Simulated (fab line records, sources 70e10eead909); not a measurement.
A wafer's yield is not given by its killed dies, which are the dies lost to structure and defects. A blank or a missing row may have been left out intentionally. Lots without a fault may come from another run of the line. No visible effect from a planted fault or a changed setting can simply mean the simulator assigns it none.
fab line records	flow nand_harc
record: lots: 24	wafers: 72	last_day: 33
route steps=1302 shown A_ONON_D2@569 A_CHANNEL_HOLE_D2@585 A_CHANNEL_FILL_D2@613
lots that met no fault: from a run of the same line without faults
start_h: hours from the record's first day to the start of the lot's first wafer shown	wait_h: hours elapsed since this lot's preceding step	" same as the row above	L1.1+2: a single row standing in for several wafers	- either no value or no given start	* or withheld: withheld	< > ~ a bound
route shown NAME@n: NAME is a module with steps in the file, n the number in the route of the first one	usual: the fault-free wafers' mean and standard deviation	same: alike in all rows	chamber/n: place in a boat	sites: per-site readings	_std_site: standard deviation across them	_edge_site: the outer-site mean with the inner-site mean subtracted	radius_mm: for every site, how far away it sits from the centre of the wafer	mask NAME#n: copy n	behind: the most recent tool/chamber to have shaped the wafer	hold: cause of the lot's hold/its duration in hours/its outcome	device: transistor that didn't switch, given as n, p or np	end of line: at the end of the route, the tests of the same wafers	where a step has no rows: the recipe by itself	killed: dies lost to structure and defects at the first sort, not the wafer's yield	map: the dies of a wafer, with x for killed, . for not killed, _ for no die there
set.NAME: the run value of the setting; set.NAME@STEP: its run value at that earlier step	model.NAME: the simulator's own value behind a step, which no gauge read
one table for each step of the route and one row for each wafer, over a sample of lots
services: the hour from which a tool's chamber was out of use, counted from the record's first day as start_h (under 0 if before that day), plus the number of hours and why
== steps ==
step: NHARC_A_ONON_D2_INSPECT_32
usual: raw_defect_count: 398/190
lot.wafer	tool	chamber	start_h	wait_h	raw_defect_count
L074.1	defect_inspect-02	-	295.67	0.0	212
L074.5	"	-	"	"	203
L074.6	"	-	"	"	302
L075.1	defect_inspect-02	-	310.09	0.0	452
L075.5	"	-	"	"	491
L075.6	"	-	"	"	315
L077.1	defect_inspect-01	-	318.96	0.0	329
L077.4	"	-	"	"	379
L077.6	"	-	"	"	419
L076.3	defect_inspect-01	-	319.24	0.0	370
L076.5	"	-	"	"	258
L076.6	"	-	"	"	519
L079.1	defect_inspect-02	-	334.95	0.0	336
L079.2	"	-	"	"	290
L079.5	"	-	"	"	211
L078.1	defect_inspect-01	-	334.98	0.0	298
L078.4	"	-	"	"	325
L078.5	"	-	"	"	322
L080.2	defect_inspect-02	-	346.88	0.0	313
L080.3	"	-	"	"	288
L080.4	"	-	"	"	357
L081.3	defect_inspect-02	-	365.35	0.0	295
L081.4	"	-	"	"	471
L081.6	"	-	"	"	533
L082.4	defect_inspect-01	-	372.90	0.0	221
L082.5	"	-	"	"	235
L082.6	"	-	"	"	257
L083.1	defect_inspect-02	-	380.96	0.0	254
L083.2	"	-	"	"	461
L083.5	"	-	"	"	151
L084.2	defect_inspect-02	-	387.88	0.0	311
L084.3	"	-	"	"	492
L084.6	"	-	"	"	382
L085.4	defect_inspect-02	-	403.27	0.0	309
L085.5	"	-	"	"	247
L085.6	"	-	"	"	388
L086.3	defect_inspect-01	-	409.47	0.0	986
L086.5	"	-	"	"	961
L086.6	"	-	"	"	1085
L087.3	defect_inspect-02	-	409.48	0.0	301
L087.4	"	-	"	"	210
L087.5	"	-	"	"	277
L089.1	defect_inspect-01	-	437.85	0.0	345
L089.4	"	-	"	"	249
L089.6	"	-	"	"	479
L088.2	defect_inspect-02	-	437.86	0.0	586
L088.4	"	-	"	"	330
L088.5	"	-	"	"	428
L091.1	defect_inspect-01	-	451.21	0.0	349
L091.3	"	-	"	"	269
L091.6	"	-	"	"	304
L090.3	defect_inspect-01	-	451.45	0.0	935
L090.5	"	-	"	"	476
L090.6	"	-	"	"	891
L092.3	defect_inspect-01	-	469.92	0.0	667
L092.4	"	-	"	"	733
L092.6	"	-	"	"	445
L093.1	defect_inspect-02	-	483.67	0.0	291
L093.2	"	-	"	"	217
L093.3	"	-	"	"	398
L094.4	defect_inspect-02	-	497.04	0.0	328
L094.5	"	-	"	"	340
L094.6	"	-	"	"	423
L095.1	defect_inspect-01	-	497.05	0.0	378
L095.2	"	-	"	"	355
L095.4	"	-	"	"	203
L096.3	defect_inspect-01	-	520.81	0.0	450
L096.4	"	-	"	"	510
L096.5	"	-	"	"	558
L097.4	defect_inspect-02	-	520.87	0.0	217
L097.5	"	-	"	"	333
L097.6	"	-	"	"	425
step: NHARC_A_CHANNEL_HOLE_D2_DESCUM_15
recipe: time_s: 3	o2_flow_sccm: 200	ar_flow_sccm: 0	bias_power_w: 0	chemistry: O2
usual: drypump_motor_current_A: 5.6/0.48	oes_product_au: 1.001/0.01	rf_vpp_V: 57.8/0.96	showerhead_plenum_p_Torr: 1.90/0.086	throttle_valve_pct: 11.311/0.009
same: time_s: 3
lot.wafer	tool	chamber	start_h	wait_h	drypump_motor_current_A	oes_product_au	rf_hours_counter_h	rf_vpp_V	showerhead_plenum_p_Torr	throttle_valve_pct
L074.1	rie_diel-05	1	299.17	0.1	6.5	1.012	2.8	57.4	1.84	11.305
L074.6	"	3	"	"	4.8	0.999	-	56.6	1.84	11.331
L074.5	"	0	"	"	5.3	1.003	-	57.2	1.79	11.315
L075.1	rie_diel-09	3	312.88	0.1	5.0	0.983	9.7	57.2	1.90	11.293
L075.5	"	0	"	"	5.5	0.997	-	56.7	1.97	11.306
L075.6	"	1	"	"	5.8	1.016	-	57.3	1.82	11.303
L077.4	rie_diel-04	0	326.74	0.1	6.5	1.004	5.8	58.4	2.00	11.323
L077.1	"	1	"	"	5.7	0.997	6.0	57.5	2.02	11.319
L077.6	"	0	"	"	6.5	0.997	-	56.9	2.00	11.310
L076.3	rie_diel-05	3	327.10	0.1	4.8	1.010	5.1	57.0	1.84	11.315
L076.5	"	3	"	"	4.9	1.015	-	54.6	1.84	11.313
L076.6	"	0	"	"	5.3	0.992	-	58.2	1.79	11.313
L079.2	rie_diel-04	1	337.87	0.1	5.7	1.002	6.9	58.6	2.02	11.301
L079.1	"	2	"	"	5.5	1.004	7.1	58.2	1.91	11.311
L079.5	"	1	"	"	5.7	0.997	-	57.4	2.02	11.326
L078.1	rie_diel-09	3	338.02	0.1	5.1	0.998	0.2	57.6	1.90	11.330
L078.4	"	0	"	"	5.5	1.004	0.2	58.0	1.98	11.303
L078.5	"	3	"	"	5.1	0.995	-	55.2	1.90	11.293
L080.3	rie_diel-05	3	349.67	0.1	4.9	1.007	6.1	57.3	1.84	11.307
L080.2	"	0	"	"	5.3	0.990	4.8	57.3	1.78	11.313
L080.4	"	1	"	"	6.4	1.003	5.6	57.4	1.84	11.333
L081.4	rie_diel-04	2	368.45	0.1	5.5	0.990	0.1	58.2	1.91	11.323
L081.3	"	0	"	"	6.5	0.979	0.2	61.1	2.00	11.305
L081.6	"	2	"	"	5.4	0.991	-	57.5	1.91	11.308
L082.4	rie_diel-05	0	376.51	0.1	5.3	0.985	6.8	58.1	1.78	11.300
L082.6	"	1	"	"	6.4	1.016	-	55.3	1.83	11.313
L082.5	"	2	"	"	5.2	1.012	-	58.5	1.80	11.303
L083.2	rie_diel-04	2	386.10	0.1	5.5	0.999	1.1	58.2	1.91	11.298
L083.1	"	0	"	"	6.5	0.992	1.1	58.6	2.00	11.310
L083.5	"	2	"	"	5.5	0.996	-	59.6	1.91	11.293
L084.2	rie_diel-05	1	392.94	0.1	6.5	1.012	9.4	58.0	1.83	11.307
L084.3	"	3	"	"	4.8	1.023	8.9	57.5	1.84	11.321
L084.6	"	0	"	"	5.3	1.005	-	56.2	1.78	11.309
L085.5	rie_diel-09	2	406.72	0.1	5.7	1.003	-	57.0	1.85	11.312
L085.4	"	0	"	"	5.5	1.000	-	58.1	1.97	11.308
L085.6	"	1	"	"	5.8	1.028	-	56.8	1.82	11.323
L086.3	rie_diel-04	3	413.29	0.1	5.8	1.008	2.5	58.6	2.02	11.297
L086.6	"	0	"	"	6.5	0.992	-	59.4	2.00	11.300
L086.5	"	1	"	"	5.7	0.995	-	58.4	2.02	11.328
L087.3	rie_diel-09	2	413.85	0.1	5.7	0.985	4.8	58.1	1.85	11.307
L087.4	"	1	"	"	5.8	1.011	4.8	57.9	1.82	11.316
L087.5	"	2	"	"	5.7	0.997	-	57.9	1.85	11.304
L089.4	rie_diel-09	3	440.75	0.1	5.1	1.004	7.5	57.3	1.90	11.308
L089.1	"	1	"	"	5.7	1.013	6.5	55.4	1.82	11.321
L089.6	"	2	"	"	5.7	1.002	-	57.1	1.85	11.302
L088.2	rie_diel-05	3	441.60	0.1	4.8	1.003	1.1	57.2	1.84	11.302
L088.4	"	3	"	"	4.8	1.001	-	58.1	1.84	11.321
L088.5	"	0	"	"	5.3	0.996	-	58.1	1.78	11.313
L091.1	rie_diel-09	2	453.98	0.1	5.7	1.002	7.7	57.0	1.85	11.325
L091.3	"	0	"	"	5.5	1.004	8.5	59.9	1.97	11.309
L091.6	"	2	"	"	5.7	0.999	-	58.4	1.85	11.318
L090.3	rie_diel-04	0	454.34	0.1	6.5	0.993	3.8	59.2	2.00	11.313
L090.5	"	2	"	"	5.5	0.992	-	56.8	1.90	11.300
L090.6	"	3	"	"	5.8	0.992	-	58.9	2.02	11.320
L092.4	rie_diel-05	1	472.82	0.1	6.4	1.024	1.5	57.9	1.83	11.324
L092.3	"	2	"	"	5.2	0.995	2.2	57.6	1.79	11.312
L092.6	"	0	"	"	5.3	1.004	-	57.9	1.78	11.308
L093.1	rie_diel-04	3	486.53	0.1	5.8	0.991	5.5	58.6	2.02	11.311
L093.2	"	0	"	"	6.5	0.985	5.0	58.6	2.00	11.317
L093.3	"	2	"	"	5.5	1.002	5.0	57.0	1.90	11.325
L094.4	rie_diel-04	3	504.14	0.1	5.7	0.991	6.5	58.0	2.02	11.301
L094.6	"	1	"	"	5.7	1.006	-	59.6	2.02	11.307
L094.5	"	2	"	"	5.5	1.004	-	59.1	1.90	11.322
L095.4	rie_diel-05	0	505.41	0.1	5.3	0.992	6.5	57.6	1.78	11.321
L095.2	"	1	"	"	6.5	0.999	3.9	58.1	1.83	11.306
L095.1	"	2	"	"	5.2	0.999	4.5	56.1	1.79	11.322
L096.3	rie_diel-04	1	523.56	0.1	5.7	0.989	6.1	58.5	2.02	11.293
L096.4	"	3	"	"	5.7	0.989	7.4	56.5	2.02	11.314
L096.5	"	1	"	"	5.7	1.006	-	58.1	2.02	11.317
L097.4	rie_diel-09	0	524.28	0.1	5.5	1.004	0.1	58.8	1.97	11.314
L097.5	"	2	"	"	5.7	0.995	-	57.9	1.85	11.299
L097.6	"	3	"	"	5.1	0.996	-	56.4	1.90	11.321
step: NHARC_A_CHANNEL_HOLE_D2_ETCH_16
recipe: target_depth_a: 31000	over_etch_frac: 0.3	time_s: 806	ion_energy_ev: 150	o2_flow_sccm: 400	cos_flow_sccm: 20	ar_flow_sccm: 0	rf_w: 500	bias_w: 300	chemistry: O2/COS
usual: drypump_motor_current_A: 5.6/0.48	oes_product_au: 1.001/0.0096	rf_vpp_V: 313.9/2.2	showerhead_plenum_p_Torr: 3.10/0.13	throttle_valve_pct: 28.329/0.0098
same: time_s: 806
lot.wafer	tool	chamber	start_h	wait_h	drypump_motor_current_A	oes_product_au	rf_hours_counter_h	rf_vpp_V	showerhead_plenum_p_Torr	throttle_valve_pct
L074.1	rie_diel-05	2	-	-	5.2	1.013	2.5	309.9	2.94	28.323
L074.5	"	3	"	"	4.8	1.007	-	312.8	3.01	28.353
L074.6	"	0	"	"	5.3	1.003	-	310.6	2.92	28.343
L075.1	rie_diel-09	3	-	-	5.0	0.990	9.9	314.8	3.11	28.321
L075.5	"	0	"	"	5.5	1.000	-	315.4	3.22	28.330
L075.6	"	1	"	"	5.8	0.995	-	313.4	2.98	28.325
L077.4	rie_diel-04	0	-	-	6.4	1.001	6.1	317.2	3.26	28.326
L077.1	"	3	"	"	5.8	0.994	5.9	316.0	3.29	28.322
L077.6	"	1	"	"	5.7	0.998	-	317.5	3.29	28.331
L076.3	rie_diel-05	0	-	-	5.3	0.997	4.2	312.0	2.92	28.328
L076.6	"	2	"	"	5.2	1.014	-	312.2	2.94	28.326
L076.5	"	3	"	"	4.8	1.011	-	312.1	3.01	28.331
L079.1	rie_diel-04	2	-	-	5.5	1.007	7.4	314.6	3.11	28.335
L079.2	"	3	"	"	5.8	0.993	6.6	316.8	3.29	28.331
L079.5	"	1	"	"	5.7	0.983	-	315.1	3.29	28.320
L078.4	rie_diel-09	2	-	-	5.7	1.008	0.6	312.5	3.03	28.327
L078.1	"	3	"	"	5.1	0.988	0.4	311.7	3.11	28.320
L078.5	"	0	"	"	5.5	0.997	-	315.4	3.22	28.321
L080.2	rie_diel-05	1	-	-	6.4	1.016	5.8	312.5	3.00	28.343
L080.3	"	2	"	"	5.2	1.014	5.5	311.3	2.94	28.335
L080.4	"	3	"	"	4.9	1.003	6.5	311.9	3.01	28.315
L081.4	rie_diel-04	2	-	-	5.5	0.997	0.4	313.5	3.11	28.324
L081.3	"	3	"	"	5.8	0.996	0.5	317.6	3.28	28.314
L081.6	"	2	"	"	5.5	0.999	-	314.4	3.11	28.324
L082.4	rie_diel-05	2	-	-	5.2	1.018	6.9	311.1	2.94	28.339
L082.5	"	0	"	"	5.3	0.995	-	311.0	2.92	28.329
L082.6	"	1	"	"	6.5	1.018	-	312.5	3.00	28.338
L083.2	rie_diel-04	2	-	-	5.5	0.990	1.4	314.1	3.11	28.354
L083.1	"	0	"	"	6.5	0.977	1.4	316.7	3.26	28.322
L083.5	"	2	"	"	5.5	0.989	-	315.0	3.11	28.340
L084.2	rie_diel-05	0	-	-	5.3	0.992	8.5	312.3	2.92	28.324
L084.3	"	2	"	"	5.2	1.012	8.6	311.8	2.94	28.342
L084.6	"	1	"	"	6.5	1.012	-	311.9	3.00	28.314
L085.4	rie_diel-09	0	-	-	5.5	0.990	-	315.1	3.21	28.331
L085.6	"	1	"	"	5.8	1.014	-	312.2	2.98	28.326
L085.5	"	2	"	"	5.7	1.012	-	313.8	3.03	28.315
L086.3	rie_diel-04	3	-	-	5.8	0.993	2.9	314.4	3.28	28.323
L086.6	"	3	"	"	5.8	0.993	-	315.1	3.28	28.335
L086.5	"	0	"	"	6.5	0.984	-	315.1	3.26	28.320
L087.4	rie_diel-09	1	-	-	5.8	1.025	5.1	313.3	2.98	28.330
L087.3	"	0	"	"	5.5	0.997	6.5	315.5	3.21	28.331
L087.5	"	1	"	"	5.8	1.016	-	312.7	2.98	28.331
L089.1	rie_diel-09	0	-	-	5.5	0.996	8.0	316.4	3.21	28.335
L089.4	"	1	"	"	5.8	1.008	6.8	311.3	2.98	28.324
L089.6	"	0	"	"	5.5	1.007	-	314.6	3.21	28.335
L088.2	rie_diel-05	3	-	-	4.9	1.011	1.5	313.6	3.00	28.338
L088.5	"	0	"	"	5.3	0.995	-	311.1	2.92	28.328
L088.4	"	2	"	"	5.2	1.001	-	310.1	2.94	28.332
L091.1	rie_diel-09	1	-	-	5.8	1.011	7.4	311.6	2.98	28.336
L091.3	"	2	"	"	5.7	0.996	8.0	312.8	3.03	28.335
L091.6	"	1	"	"	5.7	1.011	-	311.1	2.98	28.331
L090.3	rie_diel-04	0	-	-	6.5	0.989	4.0	316.3	3.26	28.329
L090.5	"	3	"	"	5.8	0.987	-	319.9	3.28	28.324
L090.6	"	0	"	"	6.5	0.991	-	315.7	3.26	28.327
L092.3	rie_diel-05	0	-	-	5.3	1.011	3.0	309.9	2.92	28.312
L092.4	"	2	"	"	5.2	1.002	2.6	311.8	2.94	28.316
L092.6	"	1	"	"	6.5	1.010	-	312.4	3.00	28.337
L093.2	rie_diel-04	3	-	-	5.8	0.993	5.8	317.2	3.28	28.347
L093.1	"	0	"	"	6.5	0.996	5.3	316.1	3.26	28.332
L093.3	"	1	"	"	5.7	1.001	4.7	316.3	3.29	28.322
L094.4	rie_diel-04	3	-	-	5.8	0.986	6.9	315.0	3.28	28.330
L094.5	"	0	"	"	6.5	0.992	-	316.6	3.26	28.342
L094.6	"	1	"	"	5.7	0.992	-	315.0	3.29	28.330
L095.4	rie_diel-05	1	-	-	6.5	1.004	4.2	313.8	3.00	28.325
L095.2	"	3	"	"	4.9	0.999	6.2	311.9	3.00	28.344
L095.1	"	0	"	"	5.3	0.998	6.8	312.6	2.92	28.326
L096.4	rie_diel-04	0	-	-	6.5	1.001	6.9	316.4	3.26	28.313
L096.3	"	2	"	"	5.5	1.000	7.3	313.3	3.11	28.326
L096.5	"	0	"	"	6.5	0.999	-	316.5	3.26	28.319
L097.4	rie_diel-09	0	-	-	5.5	0.992	0.4	316.0	3.21	28.337
L097.5	"	3	"	"	5.0	0.999	-	314.3	3.10	28.337
L097.6	"	0	"	"	5.5	0.996	-	314.9	3.21	28.337
step: NHARC_A_CHANNEL_HOLE_D2_ETCH_21
recipe: bias_v: 3000	source_w: withheld	pressure_mtorr: 20	time_s: 514.3	ar_flow_sccm: 375	c4f8_flow_sccm: 89.3	o2_flow_sccm: 35.7	temp_c: -20	target_depth_a: 16000	chemistry: C4F8/O2/Ar
usual: c4f8_flow_sccm: 89.27/0.27	drypump_motor_current_A: 5.9/0.42	showerhead_plenum_p_Torr: 3.67/0.17	throttle_valve_pct: 32.155/0.0089
same: time_s: 514.3
lot.wafer	tool	chamber	start_h	wait_h	c4f8_flow_sccm	drypump_motor_current_A	rf_hours_counter_h	showerhead_plenum_p_Torr	throttle_valve_pct
L074.1	har_etch-01	0	300.76	0.3	89.04	5.3	157	3.70	32.156
L074.6	"	0	"	"	89.01	5.3	-	3.70	32.150
L074.5	"	1	"	"	88.96	6.3	-	3.56	32.161
L075.1	har_etch-02	0	314.46	0.3	89.13	6.0	368	3.51	32.143
L075.6	"	0	"	"	89.68	6.0	-	3.51	32.162
L075.5	"	1	"	"	88.93	6.2	-	3.48	32.149
L077.1	har_etch-01	1	328.32	0.3	89.21	6.2	168	3.55	32.158
L077.4	"	0	"	"	89.32	5.2	-	3.69	32.153
L077.6	"	1	"	"	89.36	6.2	-	3.55	32.143
L076.3	har_etch-02	1	330.44	0.3	89.23	6.3	-	3.47	32.166
L076.6	"	1	"	"	89.20	6.3	-	3.47	32.167
L076.5	"	0	"	"	89.07	6.0	-	3.51	32.146
L079.2	har_etch-02	0	339.47	0.3	89.45	6.0	383	3.50	32.161
L079.1	"	1	"	"	89.43	6.2	383	3.47	32.162
L079.5	"	1	"	"	88.96	6.3	-	3.47	32.139
L078.1	har_etch-01	1	340.45	0.3	89.09	6.2	180	3.55	32.155
L078.4	"	0	"	"	89.33	5.3	-	3.69	32.148
L078.5	"	0	"	"	89.37	5.3	-	3.69	32.156
L080.2	har_etch-01	0	351.35	0.3	89.32	5.3	187	3.68	32.153
L080.3	"	1	"	"	89.57	6.2	-	3.54	32.166
L080.4	"	0	"	"	89.55	5.3	-	3.68	32.155
L081.4	har_etch-02	0	370.20	0.3	89.35	6.0	-	3.49	32.159
L081.3	"	1	"	"	88.88	6.3	-	3.46	32.158
L081.6	"	1	"	"	89.19	6.2	-	3.46	32.153
L082.4	har_etch-01	1	378.24	0.3	89.14	6.3	-	3.54	32.147
L082.5	"	1	"	"	89.42	6.3	-	3.54	32.147
L082.6	"	0	"	"	89.79	5.3	-	3.67	32.160
L083.1	har_etch-01	1	387.70	0.3	89.11	6.3	210	3.53	32.169
L083.2	"	0	"	"	89.05	5.2	210	3.67	32.165
L083.5	"	0	"	"	89.12	5.3	-	3.67	32.155
L084.2	har_etch-02	0	399.35	0.3	89.52	6.0	4	3.93	32.163
L084.3	"	0	"	"	89.28	6.0	-	3.93	32.164
L084.6	"	0	"	"	89.58	6.0	-	3.93	32.154
L085.4	har_etch-01	1	408.72	0.3	89.31	6.2	-	3.53	32.166
L085.5	"	0	"	"	88.91	5.3	-	3.66	32.152
L085.6	"	1	"	"	89.39	6.2	-	3.52	32.158
L086.3	har_etch-01	0	417.06	0.3	89.36	5.3	-	3.66	32.161
L086.5	"	1	"	"	89.09	6.2	-	3.52	32.162
L086.6	"	0	"	"	89.15	5.2	-	3.66	32.180
L087.3	har_etch-02	1	419.16	0.3	89.16	6.2	-	3.92	32.157
L087.4	"	0	"	"	89.18	6.0	-	3.92	32.158
L087.5	"	0	"	"	88.75	6.0	-	3.92	32.148
L089.1	har_etch-01	1	442.42	0.3	89.30	6.3	241	3.52	32.153
L089.4	"	0	"	"	89.68	5.2	-	3.65	32.159
L089.6	"	0	"	"	89.59	5.3	-	3.65	32.155
L088.2	har_etch-02	0	443.47	0.3	89.53	6.0	27	3.92	32.154
L088.4	"	1	"	"	89.21	6.2	-	3.92	32.154
L088.5	"	1	"	"	89.55	6.2	-	3.92	32.138
L091.1	har_etch-02	1	455.65	0.3	90.03	6.2	31	3.92	32.140
L091.3	"	1	"	"	89.71	6.3	-	3.92	32.167
L091.6	"	1	"	"	89.34	6.3	-	3.92	32.145
L090.3	har_etch-01	1	456.15	0.3	89.01	6.3	-	3.51	32.140
L090.6	"	0	"	"	89.31	5.2	-	3.65	32.157
L090.5	"	1	"	"	89.15	6.3	-	3.51	32.155
L092.3	har_etch-02	0	474.57	0.3	89.50	6.1	-	3.91	32.145
L092.4	"	1	"	"	89.01	6.3	-	3.91	32.152
L092.6	"	0	"	"	89.94	6.0	-	3.91	32.186
L093.1	har_etch-01	1	489.31	0.3	89.57	6.2	271	3.50	32.174
L093.2	"	0	"	"	88.82	5.3	271	3.64	32.166
L093.3	"	1	"	"	89.41	6.2	-	3.50	32.169
L094.4	har_etch-01	1	505.89	0.3	89.27	6.3	-	3.50	32.162
L094.6	"	1	"	"	89.51	6.3	-	3.50	32.144
L094.5	"	0	"	"	89.17	5.2	-	3.63	32.161
L095.1	har_etch-02	0	508.82	0.3	88.50	6.0	65	3.90	32.153
L095.2	"	1	"	"	88.92	6.2	65	3.90	32.164
L095.4	"	0	"	"	89.06	6.1	-	3.90	32.138
L096.3	har_etch-02	0	525.31	0.3	89.52	6.0	-	3.89	32.155
L096.4	"	1	"	"	89.14	6.2	-	3.89	32.164
L096.5	"	0	"	"	89.24	6.0	-	3.89	32.146
L097.4	har_etch-01	0	528.29	0.3	89.62	5.2	-	3.63	32.153
L097.6	"	0	"	"	89.64	5.3	-	3.63	32.148
L097.5	"	1	"	"	89.37	6.2	-	3.49	32.159
step: NHARC_A_CHANNEL_FILL_D2_ALD_03
recipe: target_thk_a: 60	pulse_time_s: 60	ald_cycles: 58	temp_c: 630	pressure_torr: 2	material: SiNx
usual: precursor_pulse_height_rel: 1.001/0.021
same: ald_cycles: 58
lot.wafer	tool	chamber	start_h	wait_h	precursor_pulse_height_rel
L074.1	ald_sin_batch-03	0	-	-	1.018
L074.5	"	0	"	"	1.034
L074.6	"	0	"	"	1.042
L075.1	ald_sin_batch-03	0	-	-	0.987
L075.5	"	0	"	"	1.014
L075.6	"	0	"	"	0.991
L076.3	ald_sin_batch-02	0	-	-	0.984
L076.5	"	0	"	"	0.994
L076.6	"	0	"	"	0.944
L077.1	ald_sin_batch-02	0	-	-	0.990
L077.4	"	0	"	"	1.032
L077.6	"	0	"	"	0.986
L078.1	ald_sin_batch-01	0	-	-	1.010
L078.4	"	0	"	"	1.031
L078.5	"	0	"	"	0.984
L079.1	ald_sin_batch-01	0	-	-	0.981
L079.2	"	0	"	"	0.984
L079.5	"	0	"	"	0.984
L080.2	ald_sin_batch-02	0	-	-	1.011
L080.3	"	0	"	"	0.987
L080.4	"	0	"	"	1.020
L081.3	ald_sin_batch-03	0	-	-	0.987
L081.4	"	0	"	"	0.994
L081.6	"	0	"	"	1.018
L082.4	ald_sin_batch-01	0	-	-	0.978
L082.5	"	0	"	"	1.029
L082.6	"	0	"	"	1.051
L083.1	ald_sin_batch-03	0	-	-	0.990
L083.2	"	0	"	"	1.030
L083.5	"	0	"	"	1.000
L084.2	ald_sin_batch-01	0	-	-	0.966
L084.3	"	0	"	"	0.975
L084.6	"	0	"	"	0.991
L085.4	ald_sin_batch-03	0	-	-	0.997
L085.5	"	0	"	"	0.989
L085.6	"	0	"	"	0.992
L086.3	ald_sin_batch-01	0	-	-	1.016
L086.5	"	0	"	"	0.983
L086.6	"	0	"	"	1.021
L087.3	ald_sin_batch-01	0	-	-	1.025
L087.4	"	0	"	"	1.004
L087.5	"	0	"	"	1.015
L088.2	ald_sin_batch-03	0	-	-	1.020
L088.4	"	0	"	"	1.033
L088.5	"	0	"	"	0.994
L089.1	ald_sin_batch-03	0	-	-	0.989
L089.4	"	0	"	"	1.012
L089.6	"	0	"	"	1.001
L090.3	ald_sin_batch-02	0	-	-	0.987
L090.5	"	0	"	"	1.022
L090.6	"	0	"	"	1.012
L091.1	ald_sin_batch-02	0	-	-	1.000
L091.3	"	0	"	"	1.001
L091.6	"	0	"	"	0.977
L092.3	ald_sin_batch-02	0	-	-	1.014
L092.4	"	0	"	"	0.987
L092.6	"	0	"	"	1.012
L093.1	ald_sin_batch-01	0	-	-	0.995
L093.2	"	0	"	"	1.000
L093.3	"	0	"	"	0.993
L094.4	ald_sin_batch-03	0	-	-	0.975
L094.5	"	0	"	"	0.963
L094.6	"	0	"	"	0.996
L095.1	ald_sin_batch-02	0	-	-	1.004
L095.2	"	0	"	"	1.020
L095.4	"	0	"	"	0.979
L096.3	ald_sin_batch-03	0	-	-	0.998
L096.4	"	0	"	"	1.001
L096.5	"	0	"	"	1.001
L097.4	ald_sin_batch-03	0	-	-	0.977
L097.5	"	0	"	"	0.936
L097.6	"	0	"	"	0.988
step: NHARC_A_CHANNEL_FILL_D2_ALD_25
recipe: target_thk_a: 600	pulse_time_s: 10	ald_cycles: 600	temp_c: 300	material: SiOx
usual: heater_power_w: 462/33	precursor_pulse_height_rel: 1.000/0.021
same: ald_cycles: 600
lot.wafer	tool	chamber	start_h	wait_h	heater_power_w	precursor_pulse_height_rel
L074.1	ald_hk-04	0	344.70	3.7	455	0.981
L074.6	"	1	345.93	5.0	417	1.020
L074.5	"	2	347.15	6.2	489	0.952
L075.1	ald_hk-03	3	356.93	1.3	516	1.002
L075.6	"	1	358.19	2.6	495	1.003
L075.5	"	2	"	"	460	1.024
L077.4	ald_hk-04	3	369.71	0.1	532	1.012
L077.1	"	0	370.96	1.3	455	0.978
L077.6	"	3	374.70	5.0	508	0.986
L076.3	ald_hk-01	1	370.94	1.3	409	1.018
L076.6	"	3	372.17	2.5	456	1.000
L076.5	"	0	"	"	446	0.997
L079.1	ald_hk-03	3	381.52	0.1	516	1.015
L079.2	"	1	382.76	1.3	498	0.953
L079.5	"	3	384.00	2.5	528	1.031
L078.4	ald_hk-01	1	381.53	0.1	419	1.035
L078.1	"	0	383.38	1.9	427	0.973
L078.5	"	2	384.62	3.1	446	1.021
L080.4	ald_hk-04	0	394.10	0.7	457	1.044
L080.3	"	1	"	"	416	0.997
L080.2	"	2	"	"	496	1.002
L081.4	ald_hk-01	0	415.68	0.1	429	0.964
L081.3	"	3	417.52	1.9	458	0.984
L081.6	"	0	"	"	439	0.988
L083.2	ald_hk-04	3	428.09	0.1	517	1.014
L083.1	"	2	429.94	1.9	476	0.984
L083.5	"	3	"	"	504	1.002
L082.4	ald_hk-01	0	429.91	1.9	442	0.970
L082.5	"	1	"	"	420	0.980
L082.6	"	2	"	"	465	0.958
L084.2	ald_hk-01	3	443.97	0.1	455	1.024
L084.3	"	0	"	"	429	0.988
L084.6	"	0	447.02	3.1	451	0.993
L085.4	ald_hk-01	1	450.85	1.9	415	0.973
L085.6	"	2	"	"	449	1.006
L085.5	"	3	"	"	458	0.999
L087.3	ald_hk-01	1	459.40	1.3	409	0.995
L087.4	"	2	"	"	458	0.984
L087.5	"	0	461.25	3.1	441	1.002
L086.3	ald_hk-03	2	460.56	2.4	446	0.980
L086.6	"	0	461.80	3.7	479	0.998
L086.5	"	1	"	"	484	1.006
L089.1	ald_hk-03	0	484.01	0.3	482	1.004
L089.4	"	1	"	"	478	1.000
L089.6	"	0	486.48	2.8	471	0.989
L088.2	ald_hk-04	1	484.38	0.7	427	1.019
L088.4	"	2	"	"	475	1.022
L088.5	"	0	486.21	2.5	427	1.049
L090.3	ald_hk-03	0	496.11	0.0	472	0.983
L090.5	"	0	498.54	2.5	486	1.044
L090.6	"	1	"	"	494	0.997
L091.3	ald_hk-04	1	496.11	0.1	427	1.006
L091.1	"	2	"	"	486	1.006
L091.6	"	2	499.19	3.1	482	1.002
L092.4	ald_hk-01	1	520.82	1.3	426	0.985
L092.3	"	2	"	"	444	1.008
L092.6	"	3	"	"	433	1.004
L093.1	ald_hk-04	1	533.16	0.7	431	1.023
L093.2	"	2	"	"	485	0.997
L093.3	"	3	"	"	538	1.016
L094.4	ald_hk-01	0	548.10	0.7	441	0.974
L094.6	"	3	549.93	2.5	421	0.981
L094.5	"	0	"	"	454	1.013
L095.1	ald_hk-03	1	551.13	0.1	482	1.025
L095.4	"	3	552.36	1.3	522	1.005
L095.2	"	0	"	"	493	1.016
L096.4	ald_hk-03	1	567.87	0.6	489	0.987
L096.3	"	3	569.06	1.8	518	0.963
L096.5	"	0	"	"	478	1.039
L097.4	ald_hk-04	2	567.91	0.7	496	1.010
L097.6	"	1	569.79	2.6	428	0.967
L097.5	"	2	"	"	477	1.006
== services ==
tool	chamber	start_h	hours	kind
rie_diel-05	0	278.54	11.5	repair
ald_hk-01	-	284.26	0.7	repair
rie_diel-04	0	284.90	-	clean
rie_diel-04	1	284.90	-	clean
rie_diel-04	2	284.90	-	clean
rie_diel-04	3	284.90	-	clean
ald_hk-01	-	298.55	10.0	pm
rie_diel-09	-	320.77	9.0	pm
rie_diel-04	-	354.90	9.0	pm
ald_hk-04	-	362.84	1.4	repair
har_etch-02	-	377.75	17.0	pm
rie_diel-09	2	399.55	5.6	repair
rie_diel-09	3	404.98	7.5	repair
rie_diel-05	-	406.66	9.0	pm
ald_hk-04	-	406.70	0.8	repair
rie_diel-05	1	432.96	19.5	repair
rie_diel-09	1	466.30	2.0	repair
ald_hk-01	-	476.55	10.0	pm
rie_diel-09	2	490.04	10.1	repair
rie_diel-09	-	497.97	9.0	pm
ald_sin_batch-01	-	507.91	26.0	pm
rie_diel-05	0	520.32	5.6	repair
rie_diel-04	-	531.90	9.0	pm
rie_diel-04	-	555.64	0.2	repair
== key ==
fault none
